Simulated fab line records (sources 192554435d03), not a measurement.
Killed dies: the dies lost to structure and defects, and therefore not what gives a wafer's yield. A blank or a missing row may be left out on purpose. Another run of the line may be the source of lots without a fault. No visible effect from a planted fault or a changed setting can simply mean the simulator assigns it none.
Chamber matching	flow n5 finfet	pecvd-01 running N5_BEOL_M0_DEP_125: 3 sister chambers
The step deposits SiCN from 3MS/NH3, target thk 8 nm, time 14 s. 16 wafers are shown with their chamber, then 8 later ones without.

## WAFERS, EACH WITH ITS CHAMBER
wafer	chamber	throttle valve pct (%)	showerhead plenum p Torr (Torr)
L075.3	1	9.6	3.661
L075.5	2	8.9	3.638
L075.6	0	10.2	3.642
L078.1	0	10.3	3.630
L078.3	0	10.4	3.635
L078.5	2	8.7	3.648
L079.3	1	10.0	3.669
L079.4	0	10.3	3.637
L079.6	2	9.1	3.632
L087.3	1	10.0	3.655
L087.5	0	10.3	3.635
L087.6	1	9.8	3.666
L088.1	2	8.8	3.637
L088.3	1	9.9	3.653
L088.5	0	10.1	3.635
L089.3	1	10.1	3.651

SIGNATURES (averages over the wafers above)
reading	chamber 0	chamber 1	chamber 2	scatter within a chamber
throttle valve pct	10.267	9.900	8.875	0.152
showerhead plenum p Torr	3.63567	3.65917	3.63875	0.00607
Rule: for a wafer and a chamber, the distance is found by dividing, reading by reading, the gap between the wafer's reading and the chamber's mean by the reading's scatter, squaring, summing and taking the root. The wafer belongs to the nearest chamber; if the next one is less than 2 further off, it can't be placed. How the scatter is found: for the shown wafers, subtract from each reading the mean of its chamber, square and add these, divide the total by (wafers less chambers), then take the root.

## WAFERS WITHOUT THEIR CHAMBER
wafer	throttle valve pct (%)	showerhead plenum p Torr (Torr)
L089.5	9.1	3.643
L089.6	10.0	3.663
L093.1	10.3	3.636
L093.3	8.6	3.638
L093.6	9.1	3.641
L095.1	8.9	3.634
L095.2	10.3	3.643
L095.5	10.1	3.655

## WHICH CHAMBER EACH WENT THROUGH
wafer	from the rows above	in truth
L089.5	2	2
L089.6	1	1
L093.1	0	0
L093.3	2	2
L093.6	2	2
L095.1	2	2
L095.2	0	0
L095.5	can't be placed: 1 or 0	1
Placed correctly: 7 of 8. Not placeable from these rows: 1 (in 1, the candidates include the true chamber). Wrongly placed: 0.
